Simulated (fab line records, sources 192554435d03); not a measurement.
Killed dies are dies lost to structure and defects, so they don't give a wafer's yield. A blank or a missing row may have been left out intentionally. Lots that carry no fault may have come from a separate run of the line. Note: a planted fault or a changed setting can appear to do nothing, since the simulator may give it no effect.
Chamber matching :: flow n5 finfet :: N5_PASSIVATION_DESCUM_46 on rie diel-05: 4 sister chambers
The step chemistry O2, time 7.9 s. 16 wafers are shown with their chamber, then 8 later ones without.

## WAFERS PAIRED WITH THEIR CHAMBERS
wafer: L074.3
chamber: 2
showerhead plenum p Torr (Torr): 1.89
throttle valve pct (%): 20.29
drypump motor current A (A): 5.4

wafer: L074.5
chamber: 3
showerhead plenum p Torr (Torr): 2.01
throttle valve pct (%): 20.32
drypump motor current A (A): 5.5

wafer: L074.6
chamber: 2
showerhead plenum p Torr (Torr): 1.89
throttle valve pct (%): 20.30
drypump motor current A (A): 5.5

wafer: L080.1
chamber: 0
showerhead plenum p Torr (Torr): 2.13
throttle valve pct (%): 19.90
drypump motor current A (A): 5.1

wafer: L080.2
chamber: 2
showerhead plenum p Torr (Torr): 1.89
throttle valve pct (%): 20.31
drypump motor current A (A): 5.5

wafer: L080.3
chamber: 3
showerhead plenum p Torr (Torr): 2.00
throttle valve pct (%): 20.34
drypump motor current A (A): 5.5

wafer: L083.1
chamber: 2
showerhead plenum p Torr (Torr): 1.89
throttle valve pct (%): 20.32
drypump motor current A (A): 5.5

wafer: L083.3
chamber: 0
showerhead plenum p Torr (Torr): 2.13
throttle valve pct (%): 19.89
drypump motor current A (A): 5.1

wafer: L083.6
chamber: 1
showerhead plenum p Torr (Torr): 2.15
throttle valve pct (%): 20.51
drypump motor current A (A): 6.2

wafer: L084.1
chamber: 0
showerhead plenum p Torr (Torr): 2.13
throttle valve pct (%): 19.90
drypump motor current A (A): 5.1

wafer: L084.2
chamber: 3
showerhead plenum p Torr (Torr): 2.00
throttle valve pct (%): 20.35
drypump motor current A (A): 5.6

wafer: L084.5
chamber: 0
showerhead plenum p Torr (Torr): 2.13
throttle valve pct (%): 19.91
drypump motor current A (A): 5.1

wafer: L085.4
chamber: 2
showerhead plenum p Torr (Torr): 1.89
throttle valve pct (%): 20.34
drypump motor current A (A): 5.5

wafer: L085.5
chamber: 0
showerhead plenum p Torr (Torr): 2.12
throttle valve pct (%): 19.91
drypump motor current A (A): 5.1

wafer: L085.6
chamber: 3
showerhead plenum p Torr (Torr): 2.00
throttle valve pct (%): 20.35
drypump motor current A (A): 5.5

wafer: L089.1
chamber: 0
showerhead plenum p Torr (Torr): 2.12
throttle valve pct (%): 19.91
drypump motor current A (A): 5.1

SIGNATURES (means of the wafers above)
reading: showerhead plenum p Torr
chamber 0: 2.1267
chamber 1: 2.1500
chamber 2: 1.8900
chamber 3: 2.0025
scatter within a chamber: 0.00417

reading: throttle valve pct
chamber 0: 19.9033
chamber 1: 20.5100
chamber 2: 20.3120
chamber 3: 20.3400
scatter within a chamber: 0.0142

reading: drypump motor current A
chamber 0: 5.100
chamber 1: 6.200
chamber 2: 5.480
chamber 3: 5.525
scatter within a chamber: 0.0359
Rule: a wafer's distance from a chamber is the root of the sum, over the readings, of the square of ((its reading less the chamber's mean) divided by the reading's scatter). If the next closest chamber is less than 2 further off than the closest, the wafer can't be placed; otherwise it belongs to the closest. The scatter: take each reading less its chamber's mean, square it, sum over the shown wafers, divide by the number of wafers less the number of chambers, and take the root.

## WAFERS WITHOUT THEIR CHAMBER
wafer: L089.3
showerhead plenum p Torr (Torr): 1.89
throttle valve pct (%): 20.34
drypump motor current A (A): 5.4

wafer: L089.4
showerhead plenum p Torr (Torr): 2.00
throttle valve pct (%): 20.36
drypump motor current A (A): 5.5

wafer: L093.1
showerhead plenum p Torr (Torr): 2.00
throttle valve pct (%): 20.38
drypump motor current A (A): 5.5

wafer: L093.4
showerhead plenum p Torr (Torr): 2.14
throttle valve pct (%): 20.53
drypump motor current A (A): 6.2

wafer: L093.6
showerhead plenum p Torr (Torr): 2.00
throttle valve pct (%): 20.37
drypump motor current A (A): 5.5

wafer: L095.3
showerhead plenum p Torr (Torr): 1.88
throttle valve pct (%): 20.36
drypump motor current A (A): 5.5

wafer: L095.5
showerhead plenum p Torr (Torr): 1.88
throttle valve pct (%): 20.36
drypump motor current A (A): 5.5

wafer: L095.6
showerhead plenum p Torr (Torr): 2.12
throttle valve pct (%): 19.94
drypump motor current A (A): 5.1

## EACH ONE'S CHAMBER
wafer: L089.3
from the rows above: 2
in truth: 2

wafer: L089.4
from the rows above: 3
in truth: 3

wafer: L093.1
from the rows above: 3
in truth: 3

wafer: L093.4
from the rows above: 1
in truth: 1

wafer: L093.6
from the rows above: 3
in truth: 3

wafer: L095.3
from the rows above: 2
in truth: 2

wafer: L095.5
from the rows above: 2
in truth: 2

wafer: L095.6
from the rows above: 0
in truth: 0
Placed correctly: 8 of 8. From these rows, 0 cannot be placed. Placed wrongly: 0.
